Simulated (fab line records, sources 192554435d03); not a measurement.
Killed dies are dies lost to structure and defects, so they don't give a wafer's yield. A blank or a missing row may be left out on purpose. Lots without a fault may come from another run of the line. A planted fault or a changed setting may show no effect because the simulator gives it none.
fab line records | flow n5_finfet
record lots=6 wafers=18 last_day=17
route steps=1938 shown BEOL_M9@1434 BEOL_M15@1830
lots that met no fault: from a run of the same line without faults
start_h: hours from the record's first day to the start of the lot's first wafer shown | wait_h: hours since the lot's step before | " the same as in the row above | L1.1+2: a row that stands for several wafers | - no value, or no start given | * or withheld: withheld | < > ~ a bound
route shown NAME@n: a module of which the file shows steps, and the number in the route of the first | usual: mean/standard deviation of fault-free wafers | same: alike in all rows | chamber/n: place in a boat | sites: the reading at each site | _std_site: their standard deviation | _edge_site: outer sites' mean less inner sites' | radius_mm: how far each site lies from the wafer's centre | mask NAME#n: copy n | behind: the tool/chamber that last shaped the wafer | hold: why the lot was held/for how many hours/how that ended | device: the transistor (n, p or np) that didn't switch | end of line: the same wafers' tests at the end of the route | a step without rows: its recipe alone | killed: dies lost to structure and defects at the first sort, not the wafer's yield | map: a wafer's dies, x killed, . not, _ none there
set.NAME: the setting as run; set.NAME@STEP: as run at that earlier step | model.NAME: the simulator's own value behind a step, which no gauge read
steps of the route over a sample of lots; a table a step, a row a wafer
services: from which hour (start_h, from the record's first day; less than 0 if before it) a tool's chamber was out of use, for how many hours, and why
## steps
# step N5_BEOL_M9_CD_MEAS_28
# recipe target_cd_nm=70 landing_energy_ev=500 detector=se_inlens polarity=opening
# usual cd_nm=70.07/0.27
# columns lot.wafer tool chamber start_h wait_h cd_nm
L975.1 cd_sem-03 0 274.54 - 69.97
L975.3 " 0 " " 70.61
L975.4 " 0 " " 69.79
L977.3 cd_sem-01 0 283.90 - 70.13
L977.4 " 0 " " 70.23
L977.6 " 0 " " 70.09
L978.2 cd_sem-03 0 301.50 - 70.45
L978.4 " 0 " " 69.66
L978.5 " 0 " " 70.00
L982.1 cd_sem-03 0 306.20 - 69.81
L982.2 " 0 " " 69.93
L982.6 " 0 " " 69.84
L988.2 cd_sem-02 0 341.40 - 69.49
L988.5 " 0 " " 70.13
L988.6 " 0 " " 70.29
L989.4 cd_sem-01 0 348.11 - 70.81
L989.5 " 0 " " 70.28
L989.6 " 0 " " 70.29
# step N5_BEOL_M9_ETCH_76
# recipe chemistry=N2/H2 target=underlayer target_depth_a=65 mask_material=CAR-EUV time_s=5.2 ion_energy_ev=200 pressure_mtorr=30 source_w=840 bias_w=150 n2_flow_sccm=200 h2_flow_sccm=200 ends=cleared
# usual chamber_pressure_mTorr=30.00/0.044 drypump_motor_current_A=5.84/0.27 etch_rf_on_time_s=5.19/0.11 oes_product_au=0.68/0.079 rf_fwd_power_W=819.4/2.6 rf_vpp_V=524.2/2.3 showerhead_plenum_p_Torr=2.55/0.076 throttle_valve_pct=17.91/0.28
# columns lot.wafer tool chamber start_h wait_h chamber_pressure_mTorr drypump_motor_current_A etch_rf_on_time_s oes_product_au rf_fwd_power_W rf_hours_counter_h rf_vpp_V showerhead_plenum_p_Torr throttle_valve_pct
L975.1 rie_diel-06 0 275.53 0.0 30.07 5.84 5.17 0.79 821.6 6 527.2 2.60 17.73
L975.3 " 3 " " 29.95 6.17 5.35 0.66 817.2 113 519.8 2.45 18.03
L975.4 " 1 " " 29.95 5.96 5.04 0.80 818.0 11 524.4 2.60 17.45
L977.3 rie_diel-06 2 286.60 0.0 30.09 5.78 5.06 0.61 814.6 217 527.2 2.63 18.07
L977.4 " 0 " " 30.00 5.85 5.17 0.78 822.3 12 527.1 2.60 17.74
L977.6 " 2 " " 29.98 5.78 5.07 0.62 817.9 - 525.2 2.63 18.10
L978.2 rie_diel-06 0 301.66 0.0 29.99 5.84 5.22 0.77 816.2 19 528.9 2.59 17.76
L978.4 " 1 " " 30.01 5.95 5.04 0.77 822.3 24 525.5 2.60 17.48
L978.5 " 3 " " 29.97 6.15 5.31 0.65 825.9 - 520.8 2.44 18.01
L982.1 rie_diel-02 0 306.36 0.0 30.05 6.09 5.32 0.62 820.9 205 523.8 2.52 18.15
L982.2 " 3 " " 30.01 5.60 5.17 0.80 815.2 18 527.0 2.59 17.67
L982.6 " 2 " " 30.00 5.33 5.17 0.64 821.1 - 522.1 2.43 17.82
L988.2 rie_diel-04 0 341.69 0.0 30.07 5.85 5.08 0.63 820.8 193 526.6 2.64 18.30
L988.5 " 1 " " 29.98 6.25 5.01 0.74 818.9 - 529.2 2.69 18.02
L988.6 " 0 " " 30.01 5.87 5.12 0.63 822.0 - 525.7 2.64 18.29
L989.4 rie_diel-02 0 348.26 0.0 30.06 6.11 5.37 0.60 815.6 220 523.3 2.51 18.19
L989.5 " 3 " " 30.10 5.61 5.24 0.76 820.4 - 525.0 2.58 17.71
L989.6 " 0 " " 29.97 6.09 5.40 0.61 819.8 - 523.8 2.51 18.19
# step N5_BEOL_M9_TRENCH_ETCH_37
# recipe chemistry=C4F6/O2 target_depth_a=1514.3 target=SiCOH_lowk time_s=49 ion_energy_ev=250 pressure_mtorr=30 source_w=345 bias_w=185 Ar_flow_sccm=300 C4F6_flow_sccm=10 O2_flow_sccm=10
# usual chamber_pressure_mTorr=30.00/0.033 drypump_motor_current_A=5.84/0.27 oes_product_au=0.80/0.093 rf_fwd_power_W=341.4/1.4 rf_vpp_V=668/5.4 showerhead_plenum_p_Torr=2.85/0.081 throttle_valve_pct=20.99/0.26
# columns lot.wafer tool chamber start_h wait_h chamber_pressure_mTorr drypump_motor_current_A oes_product_au rf_fwd_power_W rf_hours_counter_h rf_vpp_V showerhead_plenum_p_Torr throttle_valve_pct
L975.1 rie_diel-06 0 275.77 - 29.95 5.85 0.93 341.9 6 671 2.90 20.93
L975.3 " 3 " " 30.00 6.12 0.78 340.7 113 671 2.75 21.09
L975.4 " 1 " " 29.97 5.97 0.94 340.0 11 680 2.91 20.58
L977.3 rie_diel-06 2 286.85 - 29.95 5.75 0.71 339.3 217 672 2.93 21.14
L977.4 " 0 " " 30.02 5.83 0.92 343.5 13 670 2.90 20.96
L977.6 " 2 " " 29.93 5.76 0.71 338.5 - 674 2.93 21.13
L978.2 rie_diel-06 0 301.90 - 30.00 5.83 0.91 342.8 19 670 2.90 20.97
L978.4 " 1 " " 29.96 5.98 0.92 340.8 24 679 2.90 20.61
L978.5 " 3 " " 29.98 6.15 0.76 341.9 - 672 2.74 21.12
L982.1 rie_diel-02 0 306.60 - 29.97 6.09 0.71 341.8 205 667 2.83 21.25
L982.2 " 3 " " 29.98 5.59 0.93 342.8 18 661 2.90 20.78
L982.6 " 2 " " 30.01 5.32 0.73 342.3 - 661 2.72 20.81
L988.2 rie_diel-04 0 341.94 - 30.03 5.84 0.73 340.7 193 665 2.92 21.28
L988.5 " 1 " " 29.97 6.29 0.87 343.0 - 668 3.00 21.08
L988.6 " 0 " " 30.03 5.82 0.73 342.2 - 666 2.93 21.27
L989.4 rie_diel-02 0 348.51 - 30.01 6.09 0.72 341.1 220 666 2.82 21.27
L989.5 " 3 " " 29.99 5.60 0.90 342.9 - 660 2.89 20.79
L989.6 " 0 " " 29.95 6.08 0.71 339.0 - 667 2.82 21.28
# step N5_BEOL_M9_OCD_MEAS_38
# usual trench_depth_nm=151.7/2.7
# columns lot.wafer tool chamber start_h wait_h trench_depth_nm
L975.1 ocd-02 - 275.95 - 150.0
L975.3 " - " " 150.2
L975.4 " - " " 154.4
L977.3 ocd-02 - 287.03 - 151.5
L977.4 " - " " 153.9
L977.6 " - " " 151.4
L978.2 ocd-02 - 302.08 - 163.4
L978.4 " - " " 155.6
L978.5 " - " " 148.4
L982.1 ocd-01 - 306.78 - 146.9
L982.2 " - " " 151.7
L982.6 " - " " 149.6
L988.2 ocd-02 - 342.11 - 151.4
L988.5 " - " " 155.5
L988.6 " - " " 152.1
L989.4 ocd-01 - 348.68 - 148.0
L989.5 " - " " 152.3
L989.6 " - " " 147.0
# step N5_BEOL_M9_ALD_74
# recipe material=TaN target_thk_a=20 temp_c=275 ald_precursor_family=PDMAT ald_co_reactant=NH3 pressure_torr=3 carrier_flow_sccm=1500 pulse_time_s=2 purge_time_s=3 co_reactant_purge_time_s=2 co_reactant_pulse_time_s=3 ald_cycles=40 precursor_vessel_temp_c=75 precursor_vessel_pressure_torr=26.25 precursor_vessel_carrier_sccm=1000
# usual heater_power_w=431/37 precursor_vessel_carrier_sccm=999.7/2.9
# columns lot.wafer tool chamber start_h wait_h heater_power_w precursor_vessel_carrier_sccm
L975.1 ald_metal-02 1 276.66 0.1 418 1003.9
L975.3 " 3 " " 438 998.2
L975.4 " 2 " " 454 997.4
L977.3 ald_metal-02 1 288.60 0.0 428 1001.9
L977.4 " 0 " " 482 1001.4
L977.6 " 1 " " 419 1002.3
L978.2 ald_metal-04 1 303.34 0.3 453 1002.3
L978.4 " 3 " " 418 998.8
L978.5 " 3 " " 406 1000.3
L982.1 ald_metal-02 3 307.64 0.0 440 1004.9
L982.2 " 1 " " 414 997.3
L982.6 " 3 " " 427 1000.6
L988.2 ald_metal-03 3 343.20 0.0 401 1000.1
L988.5 " 0 " " 436 1004.7
L988.6 " 1 " " 448 1001.8
L989.4 ald_metal-03 3 349.96 0.0 409 994.8
L989.5 " 2 " " 376 998.1
L989.6 " 3 " " 396 997.0
# step N5_BEOL_M9_THK_MEAS_53
# recipe thk_meas_gauge=xrf reads=Cu_of_BEOL_M9_ECD_50
# usual M9_THK=138.9/3
# columns lot.wafer tool chamber start_h wait_h M9_THK[nm]
L975.1 film_metro-01 - 278.88 - 136.7
L975.3 " - " " 136.2
L975.4 " - " " 140.5
L977.3 film_metro-02 - 290.05 - 140.7
L977.4 " - " " 141.7
L977.6 " - " " 139.2
L978.2 film_metro-01 - 305.15 - 148.7
L978.4 " - " " 140.5
L978.5 " - " " 133.7
L982.1 film_metro-02 - 309.51 - 134.7
L982.2 " - " " 137.4
L982.6 " - " " 137.2
L988.2 film_metro-02 - 345.44 - 140.0
L988.5 " - " " 145.6
L988.6 " - " " 141.2
L989.4 film_metro-01 - 351.65 - 135.4
L989.5 " - " " 139.1
L989.6 " - " " 133.8
# step N5_BEOL_M9_RS_MEAS_57
# recipe thk_meas_gauge=four-point-probe reads=Cu_of_BEOL_M9_ECD_50+Co_of_BEOL_M9_CVD_78+TaN_of_BEOL_M9_ALD_74
# usual M9_RS=0.151/0.0033
# columns lot.wafer tool chamber start_h wait_h M9_RS[ohm/sq]
L975.1 film_metro-02 - 279.03 0.1 0.154
L975.3 " - " " 0.155
L975.4 " - " " 0.150
L977.3 film_metro-02 - 290.19 0.1 0.149
L977.4 " - " " 0.147
L977.6 " - " " 0.151
L978.2 film_metro-01 - 306.52 0.1 0.137
L978.4 " - " " 0.146
L978.5 " - " " 0.155
L982.1 film_metro-01 - 309.65 0.1 0.156
L982.2 " - " " 0.152
L982.6 " - " " 0.153
L988.2 film_metro-01 - 345.58 0.1 0.150
L988.5 " - " " 0.144
L988.6 " - " " 0.149
L989.4 film_metro-01 - 351.78 0.0 0.155
L989.5 " - " " 0.150
L989.6 " - " " 0.156
# step N5_BEOL_M15_RC_MEAS_101
# usual COMB_M10=1.39e-11/2.6e-12 COMB_M11=1.5e-11/3.3e-12 COMB_M12=6.8e-12/1.5e-12 COMB_M13=5.3e-12/1.2e-12 COMB_M14=3.9e-12/1.1e-12 COMB_M15=2.8e-12/8.1e-13 COMB_M5=3.7e-11/6.6e-12 COMB_M6=2.6e-11/5.1e-12 COMB_M7=2.6e-11/5e-12 COMB_M8=2.5e-11/4.6e-12 COMB_M9=1.5e-11/3.4e-12 SERP_M10=3.10/0.072 SERP_M11=3.08/0.079 SERP_M12=0.638/0.015 SERP_M13=0.309/0.007 SERP_M14=0.1620/0.003 SERP_M5=38.5/1.6 SERP_M5_max_site=39.9/1.6 SERP_M6=14.1/0.49 SERP_M7=14.1/0.49 SERP_M8=14.0/0.46 SERP_M9=3.08/0.087
# columns lot.wafer tool chamber start_h wait_h COMB_M10[S/m] COMB_M11[S/m] COMB_M12[S/m] COMB_M13[S/m] COMB_M14[S/m] COMB_M15[S/m] COMB_M5[S/m] COMB_M6[S/m] COMB_M7[S/m] COMB_M8[S/m] COMB_M9[S/m] SERP_M10[ohm/um] SERP_M11[ohm/um] SERP_M12[ohm/um] SERP_M13[ohm/um] SERP_M14[ohm/um] SERP_M5[ohm/um] SERP_M5_max_site[ohm/um] SERP_M6[ohm/um] SERP_M7[ohm/um] SERP_M8[ohm/um] SERP_M9[ohm/um]
L975.1 prober-02 0 318.45 0.0 1.15e-11 1.3e-11 6.8e-12 6.1e-12 4.1e-12 2.3e-12 4.7e-11 2.2e-11 2.6e-11 2.7e-11 1.6e-11 2.96 2.98 0.644 0.307 0.1548 39.3 40.5 13.9 14.4 13.4 3.10
L975.3 " 0 " " 2.05e-11 1.2e-11 6.7e-12 5.8e-12 3.1e-12 1.7e-12 3.5e-11 1.3e-11 2.7e-11 1.9e-11 1.5e-11 3.10 3.11 0.644 0.321 0.1608 38.9 39.4 12.9 13.9 13.6 3.17
L975.4 " 0 " " 8.6e-12 1.4e-11 5.4e-12 4.1e-12 2.6e-12 2.3e-12 4.4e-11 2.1e-11 2e-11 1.8e-11 1.6e-11 2.95 3.19 0.644 0.313 0.1587 39.3 40.8 13.7 14.4 13.6 3.02
L977.3 prober-02 0 330.96 0.3 1.92e-11 1.3e-11 5.8e-12 4.5e-12 2.2e-12 2.1e-12 3.4e-11 1.5e-11 2.6e-11 2.5e-11 1.2e-11 2.98 3.03 0.655 0.307 0.1617 37.9 38.4 14.1 13.3 13.5 3.01
L977.4 " 0 " " 1.31e-11 1.2e-11 5.4e-12 4.6e-12 2.7e-12 3.1e-12 2.9e-11 2.7e-11 2.4e-11 2.5e-11 1.6e-11 3.18 3.12 0.637 0.315 0.1593 35.7 37.8 13.6 14.6 13.9 2.97
L977.6 " 0 " " 1.38e-11 1.2e-11 5.9e-12 4.4e-12 3.7e-12 1.8e-12 3.1e-11 2.5e-11 2.2e-11 2.1e-11 1.6e-11 3.11 3.01 0.651 0.308 0.1553 40.5 41.8 13.7 13.3 14.6 3.05
L982.1 prober-02 0 347.18 0.0 1.42e-11 1.8e-11 6.1e-12 4.5e-12 2.4e-12 2e-12 4.5e-11 2.7e-11 4.1e-11 2.4e-11 1.2e-11 3.11 3.00 0.658 0.307 0.1634 39.5 41.7 14.2 14.3 13.3 3.24
L982.2 " 0 " " 1.17e-11 1.7e-11 7.3e-12 4.6e-12 2.6e-12 2.8e-12 3.2e-11 2.6e-11 4.5e-11 2.9e-11 1.2e-11 3.01 3.09 0.635 0.297 0.1645 37.0 38.2 13.7 14.4 14.0 3.09
L982.6 " 0 " " 1.16e-11 1.6e-11 4.5e-12 3.9e-12 2.6e-12 3.1e-12 3.3e-11 2.6e-11 2.9e-11 2.9e-11 1e-11 3.01 2.98 0.650 0.308 0.1639 38.7 39.2 14.0 14.7 13.9 3.15
L978.2 prober-01 0 347.81 0.3 1.23e-11 1.6e-11 7.2e-12 4.6e-12 5.9e-12 3.7e-12 3.2e-11 2.5e-11 2.5e-11 2.8e-11 1.6e-11 3.22 3.08 0.648 0.312 0.1609 38.9 39.7 14.2 14.7 13.6 2.82
L978.4 " 0 " " 1.59e-11 1.5e-11 1.06e-11 7.6e-12 5.3e-12 3.9e-12 3.7e-11 2.9e-11 3.7e-11 3.1e-11 1.3e-11 3.08 3.05 0.664 0.299 0.1696 39.7 40.3 14.5 14.7 14.4 2.97
L978.5 " 0 " " 1.6e-11 1.6e-11 9.6e-12 6.6e-12 4.5e-12 3.6e-12 4.2e-11 2.2e-11 2.9e-11 3.2e-11 1.1e-11 3.12 3.10 0.679 0.313 0.1636 38.0 38.8 13.9 14.6 14.4 3.15
L988.2 prober-02 0 388.96 0.2 1.45e-11 1.3e-11 8.1e-12 7.9e-12 2.8e-12 2.5e-12 4.1e-11 2.7e-11 1.9e-11 1.9e-11 1.1e-11 3.12 3.17 0.634 0.314 0.1609 36.1 37.0 15.0 13.3 13.7 3.03
L988.5 " 0 " " 1.73e-11 1.5e-11 7.1e-12 5.9e-12 2.6e-12 2.9e-12 3.5e-11 2.4e-11 2.7e-11 2.5e-11 1.4e-11 3.08 3.15 0.622 0.303 0.1622 37.7 38.8 13.6 14.2 13.8 2.94
L988.6 " 0 " " 9.4e-12 1.7e-11 7.4e-12 4e-12 3.5e-12 2.3e-12 3.6e-11 2.8e-11 2.2e-11 2.8e-11 1.8e-11 3.09 2.98 0.631 0.304 0.1625 39.8 40.8 14.0 13.6 13.6 2.97
L989.4 prober-01 0 395.81 0.5 1.15e-11 1.5e-11 7.9e-12 5.5e-12 6.1e-12 2.8e-12 3.9e-11 3.5e-11 1.9e-11 2.3e-11 1.7e-11 3.15 3.07 0.635 0.302 0.1579 42.6 43.8 14.1 13.8 15.1 3.16
L989.5 " 0 " " 1.11e-11 1.9e-11 8.6e-12 5.4e-12 3.8e-12 3.4e-12 3.6e-11 2.3e-11 2.4e-11 3e-11 1.6e-11 3.11 3.16 0.635 0.297 0.1578 41.5 42.2 15.2 13.8 14.6 3.08
L989.6 " 0 " " 1.5e-11 2e-11 7.3e-12 5.2e-12 4.5e-12 3.3e-12 5.1e-11 2.8e-11 2.9e-11 2.9e-11 1.9e-11 3.15 3.06 0.643 0.301 0.1587 39.9 40.5 14.6 14.4 14.7 3.20
# sites SERP_M9 radius_mm=0,75,75,75,75,140,140,140,140
L975.1 3.15 3.10 3.10 3.10 3.10 2.97 3.05 3.07 3.03
L977.3 3.01 3.06 2.99 3.03 3.02 3.01 2.92 2.99 3.00
L982.1 3.25 3.24 3.27 3.24 3.29 3.19 3.13 3.07 3.20
L978.2 2.81 2.88 2.81 2.83 2.87 2.82 2.79 2.82 2.78
L988.2 2.95 3.11 3.03 3.02 3.01 3.09 3.04 3.03 3.09
L989.4 3.20 3.16 3.18 3.16 3.22 3.13 3.16 3.11 3.20
## services
# columns tool chamber start_h hours kind
rie_diel-04 3 256.08 4.6 repair
rie_diel-04 - 270.47 28.1 pm
ald_metal-04 2 274.46 2.0 repair
rie_diel-02 3 286.50 12.4 repair
rie_diel-02 1 298.96 - clean
rie_diel-02 1 298.96 - consumable_replace:focus_ring
rie_diel-02 1 298.96 24.0 scheduled_down
rie_diel-02 1 298.96 24.0 vent_cycle
rie_diel-04 2 300.05 8.2 repair
rie_diel-06 2 315.03 5.0 repair
ald_metal-02 - 318.76 0.6 repair
rie_diel-04 2 334.34 3.7 repair
rie_diel-04 3 338.15 - clean
rie_diel-04 3 338.15 - consumable_replace:focus_ring
rie_diel-04 3 338.15 16.6 scheduled_down
rie_diel-04 3 338.15 16.6 vent_cycle
## key
first_sign step=N5_BEOL_M9_OCD_MEAS_38 reading=trench_depth_nm direction=up sigmas=4.4 usual=151.7 struck=163.4
effect step=N5_BEOL_M9_THK_MEAS_53 reading=M9_THK direction=up sigmas=3.3 usual=138.9 struck=148.7
effect step=N5_BEOL_M9_RS_MEAS_57 reading=M9_RS direction=down sigmas=4.2 usual=0.151 struck=0.137
effect step=N5_BEOL_M15_RC_MEAS_101 reading=SERP_M9 direction=down sigmas=3.1 usual=3.08 struck=2.82
met_at N5_BEOL_M9_TRENCH_ETCH_37
struck_lots L978
struck_wafers L978.2
not_acting_at N5_BEOL_M9_CD_MEAS_28,N5_BEOL_M9_ETCH_76,N5_BEOL_M9_ALD_74
onset_between 286.85 301.90
fault kind=process_parameter_drift tool=rie_diel-06 chamber=- onset_h=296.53 steps=N5_BEOL_M9_TRENCH_ETCH_37 channel=target_depth_a offset=115.48 shape=step end_h=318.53 scope=struck_wafers_only acts_in=these_recipes_only stated=1514.3
